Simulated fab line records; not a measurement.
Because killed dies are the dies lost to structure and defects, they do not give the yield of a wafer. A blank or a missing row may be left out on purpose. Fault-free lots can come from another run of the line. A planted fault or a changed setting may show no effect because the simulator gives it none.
Comparing a struck lot with a sound one -- flow n5 finfet -- 41 steps out of a route of 1938
Sound: the wafers L898.1, L898.2, L898.3. Struck: wafer L907.3 (L907.1, L907.6, from the same lot, were not struck and are left out); the cause is given at the end.
Order at every step that has rows: each side's tool, ch and its chambers, its first start. Under that, the readings that differ: sound wafers -- struck wafers -- difference of the means -- sigmas: that difference in standard deviations of wafers without a fault.
alike: readings with means less than 2 such deviations apart, plus words and numbers identical on both sides. not compared: withheld readings, readings lacking a value on some wafer, bounds such as >300 that could conceal the same value, and numbers that have no deviation in the record and whose values overlap.
Wherever a step has rows on one side only, a row that says differs or no value, or a row with sigmas, the two part there. When numbers do not overlap yet have no deviation, they are printed without sigmas and do not part them. A reading that every wafer of one side lacks parts them only if that side has two wafers or more.

first, 1 step without rows for these wafers: N5_BEOL_M4_STRIP_97 (strips in N2/H2, time 10 s).
N5_BEOL_M4_OCD_MEAS_38:
  sound on ocd-01 at day 10 22:31; struck on ocd-01 at day 13 07:56
  alike: trench depth nm
then, 4 steps without rows for these wafers: N5_BEOL_M4_HM_STRIP_39 (strips TiN in peroxide tin strip, target depth 25 nm, time 158 s); N5_BEOL_M4_SRD_40 (time 30 s); N5_BEOL_M4_PRECLEAN_42 (cleans in residue remover, time 60 s); N5_BEOL_M4_SRD_43 (time 30 s).
N5_BEOL_M4_CD_MEAS_35: target cd 18 nm, target cd y 22.4 nm.
  sound on cd sem-03 at day 10 22:40; struck on cd sem-03 at day 13 08:05
  alike: cd nm
then, 5 steps without rows for these wafers: N5_BEOL_M4_DEGAS_44 (time 60 s); N5_BEOL_M4_PRE_CLEAN_45 (time 30 s); N5_BEOL_M4_ALD_84 (deposits TaN, pulse time 2 s, purge time 3 s, co reactant purge time 2 s); N5_BEOL_M4_SURFACE_TREAT_85; N5_BEOL_M4_CVD_47 (deposits Co from CCTBA/H2, target thk 3 nm, time 223.8 s).
N5_BEOL_M4_SPUTTER_48: material Cu, target thk 4.5 nm, time 8.29 s.
  sound on pvd sputter-02 at day 11 01:07; struck on pvd sputter-01 at day 13 09:10
  alike: throttle valve pct
then, 1 step without rows for these wafers: N5_BEOL_M4_ANNEAL_49 (time 240 s).
N5_BEOL_M4_SPUTTER_79: material Cu, target thk 4.5 nm, time 8.29 s.
  sound on pvd sputter-02 at day 11 01:20; struck on pvd sputter-01 at day 13 09:23
  alike: throttle valve pct
then, 5 steps without rows for these wafers: N5_BEOL_M4_ANNEAL_80 (time 240 s); N5_BEOL_M4_SPUTTER_81 (material Cu, target thk 4.5 nm, time 8.29 s); N5_BEOL_M4_ANNEAL_82 (time 240 s); N5_BEOL_M4_SPUTTER_86 (material Cu, target thk 4.5 nm, time 8.29 s); N5_BEOL_M4_ANNEAL_87 (time 240 s).
N5_BEOL_M4_SPUTTER_88: material Cu, target thk 4.5 nm, time 8.29 s.
  sound on pvd sputter-02 at day 11 02:00; struck on pvd sputter-01 at day 13 10:03
  alike: throttle valve pct
then, 4 steps without rows for these wafers: N5_BEOL_M4_ANNEAL_89 (time 240 s); N5_BEOL_M4_SPUTTER_90 (material Cu, target thk 4.5 nm, time 8.29 s); N5_BEOL_M4_ANNEAL_91 (time 240 s); N5_BEOL_M4_SPUTTER_92 (material Cu, target thk 4.5 nm, time 8.29 s).
N5_BEOL_M4_ANNEAL_93: time 240 s.
  sound on pvd sputter-02 at day 11 02:31; struck on pvd sputter-01 at day 13 10:34
  alike: heater power w
then, 4 steps without rows for these wafers: N5_BEOL_M4_SPUTTER_94 (material Cu, target thk 4.5 nm, time 8.29 s); N5_BEOL_M4_ANNEAL_95 (time 240 s); N5_BEOL_M4_SPUTTER_96 (material Cu, target thk 4.5 nm, time 8.29 s); N5_BEOL_M4_ECD_50 (material Cu, target thk 300 nm).
N5_BEOL_M4_ANNEAL_51: time 90 s.
  sound on rtp anneal-01 ch 0, day 11 03:05; struck on rtp anneal-02 ch 0, day 13 11:19
  alike: wafer_temp_C_max
N5_BEOL_M4_CMP_52: polishes, stops on SiOC, t overpolish 6.8 s, target thk 40 nm.
  sound on cmp-01 ch 0,2,3, day 11 03:22; struck on cmp-02 ch 0, day 13 11:41
  alike: barrier field endpoint s, clearing platen rpm, motor current A, overpolish run s, platen rpm, time to endpoint s
then, 4 steps without rows for these wafers: N5_BEOL_M4_PRE_CLEAN_60 (time 15 s); N5_BEOL_M4_CO_CAP_55 (material Co, precursor CCTBA/H2, target thk 2 nm, time 102.1 s); N5_BEOL_M4_PRE_CLEAN_56 (time 15 s); N5_BEOL_M4_DEP_57 (deposits SiCN from 3MS/NH3, target thk 8 nm, time 14 s).
N5_BEOL_M4_RS_MEAS_58: measurement is done with a four-point probe.
  sound on film metro-02 at day 11 03:56; struck on film metro-02 at day 13 12:10
  alike: M4_RS
N5_BEOL_M4_RC_MEAS_101:
  sound on prober-02 ch 0, day 11 03:59; struck on prober-02 ch 0, day 13 12:13
  alike: DIBL_N, DIBL_P, IOFF_N, IOFF_P, ION_N, ION_P, SS_N, SS_P, VT_N, VT_P
then, 2 steps without rows for these wafers: N5_BEOL_M5_ILD_DEP_00 (deposits SiCOH lowk from DEMS/porogen, target thk 140.64 nm, time 25.9 s); N5_BEOL_M5_CURE_79 (cures SiCOH lowk, time 240 s).
-- a jump in the record: the struck wafers' starts before and after are 5 days apart (it breaks off in module BEOL_M5 and resumes in module PASSIVATION, where the first step shown is number 1936 of the route) --
N5_PASSIVATION_PROBE_49:
  the record has rows for the struck wafers here (prober-01, day 18 06:20) and none for the sound ones

WHERE THEY PART
N5_PASSIVATION_PROBE_49 only, going by this record.

WHY: what the simulator had put in
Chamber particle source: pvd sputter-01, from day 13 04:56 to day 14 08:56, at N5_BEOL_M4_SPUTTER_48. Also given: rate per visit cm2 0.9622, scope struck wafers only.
